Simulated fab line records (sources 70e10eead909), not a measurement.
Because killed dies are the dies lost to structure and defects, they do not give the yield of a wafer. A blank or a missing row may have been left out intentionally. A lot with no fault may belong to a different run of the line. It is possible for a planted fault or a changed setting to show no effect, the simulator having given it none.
fab line records / flow nand_harc
record lots=5 wafers=14 last_day=33
route steps=1302 shown A_M1@1199 A_BONDPAD@1202 END@1302
lots that met no fault: taken from a fault-free run of the same line
start_h: hours from the record's opening day to when the first of the lot's shown wafers began / wait_h: hours elapsed since this lot's preceding step / " identical to the entry in the row above / L1.1+2: a row that stands for several wafers / - either no value or no given start / * or withheld: withheld / < > ~ a bound
route shown NAME@n: NAME is a module with steps in the file, n the number in the route of the first one / usual: mean and standard deviation over wafers with no fault / same: alike in all rows / chamber/n: place in a boat / sites: the reading at each site / _std_site: how widely they spread, as a standard deviation / _edge_site: outer sites' mean less inner sites' / radius_mm: how far each site lies from the wafer's centre / mask NAME#n: copy n / behind: the tool/chamber that last shaped the wafer / hold: what put the lot on hold/how long, in hours/how the hold closed / device: which transistor (n, p or np) failed to switch / end of line: the tests these same wafers got at the end of their route / where a step has no rows: the recipe by itself / killed: at the first sort, the dies lost to defects and structure; wafer yield is something else / map: dies across one wafer; x = killed, . = not, _ = none there
set.NAME: the setting the step ran with; set.NAME@STEP: the setting that earlier step ran with / model.NAME: the simulator's own value behind a step, which no gauge read
lots seen at some steps along the route; tables by step, rows by wafer
services: a tool's chamber out of use, with start hour (start_h, from the record's first day; less than 0 if before it), hours out, and reason
## steps
# step NHARC_A_M1_INSPECT_27
# usual raw_defect_count=517/130
lot.wafer=L487.3 tool=defect_inspect-02 chamber=- start_h=539.05 wait_h=0.0 raw_defect_count=426
lot.wafer=L487.5 tool=defect_inspect-02 chamber=- start_h=539.05 wait_h=0.0 raw_defect_count=499
lot.wafer=L487.6 tool=defect_inspect-02 chamber=- start_h=539.05 wait_h=0.0 raw_defect_count=326
lot.wafer=L494.1 tool=defect_inspect-02 chamber=- start_h=622.88 wait_h=0.0 raw_defect_count=402
lot.wafer=L494.4 tool=defect_inspect-02 chamber=- start_h=622.88 wait_h=0.0 raw_defect_count=502
lot.wafer=L505.1 tool=defect_inspect-01 chamber=- start_h=719.81 wait_h=0.0 raw_defect_count=367
lot.wafer=L505.2 tool=defect_inspect-01 chamber=- start_h=719.81 wait_h=0.0 raw_defect_count=382
lot.wafer=L505.4 tool=defect_inspect-01 chamber=- start_h=719.81 wait_h=0.0 raw_defect_count=347
lot.wafer=L509.1 tool=defect_inspect-02 chamber=- start_h=747.29 wait_h=0.0 raw_defect_count=279
lot.wafer=L509.5 tool=defect_inspect-02 chamber=- start_h=747.29 wait_h=0.0 raw_defect_count=343
lot.wafer=L509.6 tool=defect_inspect-02 chamber=- start_h=747.29 wait_h=0.0 raw_defect_count=489
lot.wafer=L507.2 tool=defect_inspect-01 chamber=- start_h=752.94 wait_h=0.0 raw_defect_count=704
lot.wafer=L507.4 tool=defect_inspect-01 chamber=- start_h=752.94 wait_h=0.0 raw_defect_count=535
lot.wafer=L507.6 tool=defect_inspect-01 chamber=- start_h=752.94 wait_h=0.0 raw_defect_count=522
# step NHARC_A_M1_PRE_CLEAN_32
# recipe time_s=12 temp_c=370 rf_power_w=300 gas=NH3
# usual heater_power_w=633/73
lot.wafer=L487.3 tool=pecvd-03 chamber=2 start_h=539.14 wait_h=0.1 heater_power_w=527
lot.wafer=L487.5 tool=pecvd-03 chamber=1 start_h=539.14 wait_h=0.1 heater_power_w=601
lot.wafer=L487.6 tool=pecvd-03 chamber=2 start_h=539.14 wait_h=0.1 heater_power_w=542
lot.wafer=L494.1 tool=pecvd-03 chamber=2 start_h=622.97 wait_h=0.1 heater_power_w=567
lot.wafer=L494.4 tool=pecvd-03 chamber=1 start_h=622.97 wait_h=0.1 heater_power_w=561
lot.wafer=L505.2 tool=pecvd-01 chamber=2 start_h=719.88 wait_h=0.1 heater_power_w=587
lot.wafer=L505.1 tool=pecvd-01 chamber=0 start_h=719.88 wait_h=0.1 heater_power_w=621
lot.wafer=L505.4 tool=pecvd-01 chamber=2 start_h=719.88 wait_h=0.1 heater_power_w=598
lot.wafer=L509.1 tool=pecvd-03 chamber=1 start_h=747.36 wait_h=0.1 heater_power_w=598
lot.wafer=L509.5 tool=pecvd-03 chamber=1 start_h=747.36 wait_h=0.1 heater_power_w=608
lot.wafer=L509.6 tool=pecvd-03 chamber=0 start_h=747.36 wait_h=0.1 heater_power_w=642
lot.wafer=L507.2 tool=pecvd-04 chamber=2 start_h=753.01 wait_h=0.1 heater_power_w=682
lot.wafer=L507.4 tool=pecvd-04 chamber=2 start_h=753.01 wait_h=0.1 heater_power_w=661
lot.wafer=L507.6 tool=pecvd-04 chamber=1 start_h=753.01 wait_h=0.1 heater_power_w=600
# step NHARC_A_M1_DEP_33
# recipe target_thk_a=300 temp_c=370 target_thk_nm=30 pressure_torr=3 flow_sccm=200 rf_w=450 material=SiCN
# usual heater_power_w=583/84 showerhead_vpp_V=1298/49
lot.wafer=L487.3 tool=pecvd-03 chamber=2 start_h=539.28 wait_h=0.1 heater_power_w=435 showerhead_vpp_V=1303
lot.wafer=L487.5 tool=pecvd-03 chamber=1 start_h=539.28 wait_h=0.1 heater_power_w=482 showerhead_vpp_V=1331
lot.wafer=L487.6 tool=pecvd-03 chamber=2 start_h=539.28 wait_h=0.1 heater_power_w=431 showerhead_vpp_V=1308
lot.wafer=L494.1 tool=pecvd-03 chamber=2 start_h=623.11 wait_h=0.1 heater_power_w=423 showerhead_vpp_V=1323
lot.wafer=L494.4 tool=pecvd-03 chamber=1 start_h=623.11 wait_h=0.1 heater_power_w=588 showerhead_vpp_V=1286
lot.wafer=L505.2 tool=pecvd-01 chamber=2 start_h=719.96 wait_h=0.1 heater_power_w=545 showerhead_vpp_V=1260
lot.wafer=L505.1 tool=pecvd-01 chamber=0 start_h=719.96 wait_h=0.1 heater_power_w=658 showerhead_vpp_V=1294
lot.wafer=L505.4 tool=pecvd-01 chamber=2 start_h=719.96 wait_h=0.1 heater_power_w=551 showerhead_vpp_V=1240
lot.wafer=L509.1 tool=pecvd-03 chamber=1 start_h=747.43 wait_h=0.1 heater_power_w=533 showerhead_vpp_V=1329
lot.wafer=L509.5 tool=pecvd-03 chamber=1 start_h=747.43 wait_h=0.1 heater_power_w=540 showerhead_vpp_V=1321
lot.wafer=L509.6 tool=pecvd-03 chamber=0 start_h=747.43 wait_h=0.1 heater_power_w=537 showerhead_vpp_V=1269
lot.wafer=L507.2 tool=pecvd-04 chamber=2 start_h=753.08 wait_h=0.1 heater_power_w=702 showerhead_vpp_V=1349
lot.wafer=L507.4 tool=pecvd-04 chamber=2 start_h=753.08 wait_h=0.1 heater_power_w=713 showerhead_vpp_V=1315
lot.wafer=L507.6 tool=pecvd-04 chamber=1 start_h=753.08 wait_h=0.1 heater_power_w=504 showerhead_vpp_V=1201
# step NHARC_A_BONDPAD_DEP_00
# recipe target_thk_a=2500 temp_c=370 target_thk_nm=250 pressure_torr=3 flow_sccm=200 rf_w=450 material=SiCN
# usual heater_power_w=576/65 showerhead_vpp_V=1305/52
lot.wafer=L487.3 tool=pecvd-01 chamber=1 start_h=539.79 wait_h=- heater_power_w=558 showerhead_vpp_V=1382
lot.wafer=L487.5 tool=pecvd-01 chamber=1 start_h=539.79 wait_h=- heater_power_w=571 showerhead_vpp_V=1369
lot.wafer=L487.6 tool=pecvd-01 chamber=2 start_h=539.79 wait_h=- heater_power_w=569 showerhead_vpp_V=1277
lot.wafer=L494.1 tool=pecvd-02 chamber=1 start_h=623.58 wait_h=- heater_power_w=548 showerhead_vpp_V=1323
lot.wafer=L494.4 tool=pecvd-02 chamber=0 start_h=623.58 wait_h=- heater_power_w=585 showerhead_vpp_V=1203
lot.wafer=L505.2 tool=pecvd-01 chamber=2 start_h=- wait_h=- heater_power_w=545 showerhead_vpp_V=1254
lot.wafer=L505.1 tool=pecvd-01 chamber=0 start_h=- wait_h=- heater_power_w=559 showerhead_vpp_V=1283
lot.wafer=L505.4 tool=pecvd-01 chamber=2 start_h=- wait_h=- heater_power_w=566 showerhead_vpp_V=1262
lot.wafer=L509.1 tool=pecvd-02 chamber=2 start_h=748.08 wait_h=- heater_power_w=496 showerhead_vpp_V=1382
lot.wafer=L509.6 tool=pecvd-02 chamber=0 start_h=748.08 wait_h=- heater_power_w=661 showerhead_vpp_V=1215
lot.wafer=L509.5 tool=pecvd-02 chamber=1 start_h=748.08 wait_h=- heater_power_w=572 showerhead_vpp_V=1356
lot.wafer=L507.2 tool=pecvd-01 chamber=1 start_h=753.73 wait_h=- heater_power_w=672 showerhead_vpp_V=1360
lot.wafer=L507.6 tool=pecvd-01 chamber=0 start_h=753.73 wait_h=- heater_power_w=672 showerhead_vpp_V=1278
lot.wafer=L507.4 tool=pecvd-01 chamber=1 start_h=753.73 wait_h=- heater_power_w=677 showerhead_vpp_V=1372
# step NHARC_A_BONDPAD_CMP_29
# recipe target_thk_nm=200 material=SiCN
# usual motor_current_A=11.5/1.3
lot.wafer=L487.3 tool=cmp-03 chamber=1 start_h=540.15 wait_h=- motor_current_A=12.8
lot.wafer=L487.6 tool=cmp-03 chamber=1 start_h=540.15 wait_h=- motor_current_A=12.4
lot.wafer=L487.5 tool=cmp-03 chamber=2 start_h=540.15 wait_h=- motor_current_A=12.2
lot.wafer=L494.1 tool=cmp-02 chamber=0 start_h=623.98 wait_h=- motor_current_A=9.6
lot.wafer=L494.4 tool=cmp-02 chamber=3 start_h=623.98 wait_h=- motor_current_A=10.2
lot.wafer=L505.1 tool=cmp-02 chamber=0 start_h=720.95 wait_h=- motor_current_A=9.7
lot.wafer=L505.2 tool=cmp-02 chamber=1 start_h=720.95 wait_h=- motor_current_A=11.8
lot.wafer=L505.4 tool=cmp-02 chamber=2 start_h=720.95 wait_h=- motor_current_A=12.3
lot.wafer=L509.1 tool=cmp-03 chamber=2 start_h=748.47 wait_h=- motor_current_A=12.4
lot.wafer=L509.5 tool=cmp-03 chamber=3 start_h=748.47 wait_h=- motor_current_A=9.7
lot.wafer=L509.6 tool=cmp-03 chamber=0 start_h=748.47 wait_h=- motor_current_A=11.3
lot.wafer=L507.4 tool=cmp-02 chamber=2 start_h=754.09 wait_h=- motor_current_A=13.3
lot.wafer=L507.2 tool=cmp-02 chamber=3 start_h=754.09 wait_h=- motor_current_A=10.7
lot.wafer=L507.6 tool=cmp-02 chamber=1 start_h=754.09 wait_h=- motor_current_A=11.5
# step NHARC_A_BONDPAD_THK_MEAS_30
# recipe thk_meas_gauge=ellipsometry
# usual thk_nm=199.8/2.1
lot.wafer=L487.3 tool=film_metro-02 chamber=- start_h=540.40 wait_h=0.2 thk_nm=205.1
lot.wafer=L487.5 tool=film_metro-02 chamber=- start_h=540.40 wait_h=0.2 thk_nm=203.2
lot.wafer=L487.6 tool=film_metro-02 chamber=- start_h=540.40 wait_h=0.2 thk_nm=202.9
lot.wafer=L494.1 tool=film_metro-02 chamber=- start_h=624.23 wait_h=0.2 thk_nm=198.0
lot.wafer=L494.4 tool=film_metro-02 chamber=- start_h=624.23 wait_h=0.2 thk_nm=198.1
lot.wafer=L505.1 tool=film_metro-01 chamber=- start_h=721.18 wait_h=0.2 thk_nm=202.0
lot.wafer=L505.2 tool=film_metro-01 chamber=- start_h=721.18 wait_h=0.2 thk_nm=201.9
lot.wafer=L505.4 tool=film_metro-01 chamber=- start_h=721.18 wait_h=0.2 thk_nm=199.8
lot.wafer=L509.1 tool=film_metro-02 chamber=- start_h=748.64 wait_h=0.2 thk_nm=200.4
lot.wafer=L509.5 tool=film_metro-02 chamber=- start_h=748.64 wait_h=0.2 thk_nm=198.1
lot.wafer=L509.6 tool=film_metro-02 chamber=- start_h=748.64 wait_h=0.2 thk_nm=202.2
lot.wafer=L507.2 tool=film_metro-02 chamber=- start_h=754.29 wait_h=0.2 thk_nm=200.1
lot.wafer=L507.4 tool=film_metro-02 chamber=- start_h=754.29 wait_h=0.2 thk_nm=195.6
lot.wafer=L507.6 tool=film_metro-02 chamber=- start_h=754.29 wait_h=0.2 thk_nm=199.1
# step NHARC_A_BONDPAD_SRD_31
# step NHARC_A_BONDPAD_DEHYDRATE_01
# recipe temp_c=150 time_s=120
# step NHARC_A_BONDPAD_HMDS_02
# recipe time_s=30
# step NHARC_A_BONDPAD_COAT_33
# recipe temp_c=200 time_s=65
# step NHARC_A_BONDPAD_COAT_03
# recipe spin_rpm=2000 resist_thk_nm=600
# step NHARC_A_BONDPAD_SOFTBAKE_04
# recipe temp_c=125 time_s=70
# usual heater_power_total_W=200.8/1.3
lot.wafer=L487.3 tool=litho_track-02 chamber=0 start_h=540 wait_h=- heater_power_total_W=198.9
lot.wafer=L487.5 tool=litho_track-02 chamber=0 start_h=540 wait_h=- heater_power_total_W=201.7
lot.wafer=L487.6 tool=litho_track-02 chamber=0 start_h=540 wait_h=- heater_power_total_W=202.5
lot.wafer=L494.1 tool=litho_track-07 chamber=0 start_h=624 wait_h=- heater_power_total_W=206.3
lot.wafer=L494.4 tool=litho_track-07 chamber=0 start_h=624 wait_h=- heater_power_total_W=207.0
lot.wafer=L505.1 tool=litho_track-07 chamber=0 start_h=721 wait_h=- heater_power_total_W=202.6
lot.wafer=L505.2 tool=litho_track-07 chamber=0 start_h=721 wait_h=- heater_power_total_W=200.1
lot.wafer=L505.4 tool=litho_track-07 chamber=0 start_h=721 wait_h=- heater_power_total_W=200.9
lot.wafer=L509.1 tool=litho_track-05 chamber=0 start_h=748 wait_h=- heater_power_total_W=199.7
lot.wafer=L509.5 tool=litho_track-05 chamber=0 start_h=748 wait_h=- heater_power_total_W=201.1
lot.wafer=L509.6 tool=litho_track-05 chamber=0 start_h=748 wait_h=- heater_power_total_W=199.6
lot.wafer=L507.2 tool=litho_track-05 chamber=0 start_h=754 wait_h=- heater_power_total_W=199.5
lot.wafer=L507.4 tool=litho_track-05 chamber=0 start_h=754 wait_h=- heater_power_total_W=202.6
lot.wafer=L507.6 tool=litho_track-05 chamber=0 start_h=754 wait_h=- heater_power_total_W=202.1
# step NHARC_A_BONDPAD_EBR_05
# step NHARC_END_SORT_01
# recipe temp_c=25
# usual defect_limited_yield=91.5/2.7 killed_at_array=52/19 killed_at_other=0.9/1.3 killed_at_periphery=4/3.1 killed_dies=57/18 killed_open=3.2/1.7 killed_short=2.3/1.4 sort_bin_2_pct=2.9/1.2 sort_bin_3_pct=0.6/0.42 sort_bin_4_pct=4.9/1.5 sort_n_pass=620/18 sort_rim_yield_pct=93/4.3 sort_yield_pct=91.5/2.7
# same gross_dies=677 sort_bin_5_pct[%]=0 sort_bin_6_pct[%]=0 sort_bin_7_pct[%]=0 sort_bin_8_pct[%]=0 sort_rim_n_gross=106.00
lot.wafer=L509.1 tool=prober-02 chamber=0 start_h=780.92 wait_h=2.5 defect_limited_yield[%]=91.9 killed_at_array=51 killed_at_other=3 killed_at_periphery=1 killed_dies=55 killed_open=3 killed_short=2 sort_bin_2_pct[%]=2.2 sort_bin_3_pct[%]=0.7 sort_bin_4_pct[%]=5.2 sort_n_pass=622 sort_rim_yield_pct[%]=95 sort_yield_pct[%]=91.9
lot.wafer=L509.5 tool=prober-02 chamber=0 start_h=784.13 wait_h=3.7 defect_limited_yield[%]=91.6 killed_at_array=52 killed_at_other=5 killed_at_periphery=0 killed_dies=57 killed_open=1 killed_short=1 sort_bin_2_pct[%]=2.7 sort_bin_3_pct[%]=0.7 sort_bin_4_pct[%]=5.0 sort_n_pass=620 sort_rim_yield_pct[%]=94 sort_yield_pct[%]=91.6
lot.wafer=L509.6 tool=prober-02 chamber=0 start_h=784.93 wait_h=4.0 defect_limited_yield[%]=89.4 killed_at_array=67 killed_at_other=5 killed_at_periphery=0 killed_dies=72 killed_open=3 killed_short=3 sort_bin_2_pct[%]=3.2 sort_bin_3_pct[%]=0.3 sort_bin_4_pct[%]=7.1 sort_n_pass=605 sort_rim_yield_pct[%]=90 sort_yield_pct[%]=89.4
# killed by level:class
L509.1 A_CHANNEL_HOLE_D2:chamber_film_flake=24 A_CONTACT:chamber_film_flake=9 A_CHANNEL_HOLE_D1:chamber_film_flake=7 A_SLIT:chamber_film_flake=4 A_WL_FILL:geometric_particle:open=2 A_WL_FILL:chamber_film_flake=2 THIN_TSV:chamber_film_flake=2 P_M1:geometric_particle:open=1
L509.5 A_CHANNEL_HOLE_D2:chamber_film_flake=33 A_CHANNEL_HOLE_D1:chamber_film_flake=9 THIN_TSV:chamber_film_flake=5 A_CONTACT:chamber_film_flake=4 A_STAIRCASE:chamber_film_flake=2 A_CHANNEL_HOLE_D1:geometric_particle:open=1 A_CHANNEL_FILL_D2:geometric_particle:short=1 A_DECK1_JOINT:chamber_film_flake=1
L509.6 A_CHANNEL_HOLE_D1:chamber_film_flake=24 A_CHANNEL_HOLE_D2:chamber_film_flake=20 A_SLIT:chamber_film_flake=7 A_CONTACT:chamber_film_flake=6 A_STAIRCASE:chamber_film_flake=4 THIN_TSV:chamber_film_flake=4 A_WL_FILL:geometric_particle:short=2 A_BLC:geometric_particle:open=2
## services
tool=cmp-02 chamber=- start_h=516.15 hours=5.3 kind=repair
tool=cmp-02 chamber=- start_h=527.90 hours=4.0 kind=pm
tool=cmp-03 chamber=- start_h=532.46 hours=0.8 kind=repair
tool=pecvd-03 chamber=- start_h=547.25 hours=13.0 kind=pm
tool=pecvd-03 chamber=0 start_h=547.25 hours=13.0 kind=vent_cycle
tool=pecvd-03 chamber=1 start_h=547.25 hours=13.0 kind=vent_cycle
tool=cmp-02 chamber=- start_h=550.02 hours=6.1 kind=repair
tool=pecvd-04 chamber=0 start_h=561.32 hours=19.9 kind=repair
tool=litho_track-02 chamber=- start_h=577.00 hours=7.0 kind=pm
tool=pecvd-04 chamber=2 start_h=579.22 hours=6.0 kind=repair
tool=cmp-03 chamber=- start_h=589.03 hours=4.0 kind=pm
tool=pecvd-02 chamber=- start_h=589.49 hours=13.0 kind=pm
tool=litho_track-07 chamber=- start_h=601.00 hours=7.0 kind=pm
tool=cmp-02 chamber=- start_h=605.38 hours=0.6 kind=repair
tool=cmp-03 chamber=- start_h=606.57 hours=1.5 kind=repair
tool=cmp-02 chamber=- start_h=625.90 hours=4.0 kind=pm
tool=pecvd-04 chamber=- start_h=631.19 hours=13.0 kind=pm
tool=litho_track-05 chamber=- start_h=649.00 hours=7.0 kind=pm
tool=pecvd-01 chamber=- start_h=673.27 hours=13.0 kind=pm
tool=cmp-03 chamber=- start_h=687.03 hours=4.0 kind=pm
tool=cmp-02 chamber=- start_h=724.04 hours=4.0 kind=pm
tool=pecvd-03 chamber=- start_h=728.25 hours=13.0 kind=pm
tool=cmp-02 chamber=- start_h=740.46 hours=1.0 kind=repair
tool=litho_track-02 chamber=- start_h=752.00 hours=7.0 kind=pm
## key
first_sign step=NHARC_A_BONDPAD_SOFTBAKE_04 reading=heater_power_total_W direction=up sigmas=4.6 usual=* struck=*
effect none on later readings
met_at NHARC_A_BONDPAD_SOFTBAKE_04
struck_wafers L494.1,L494.4
fault kind=process_parameter_drift tool=litho_track-07 chamber=- onset_h=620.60 steps=NHARC_A_BONDPAD_SOFTBAKE_04 channel=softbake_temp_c offset=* shape=step end_h=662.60 acts_in=* stated=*
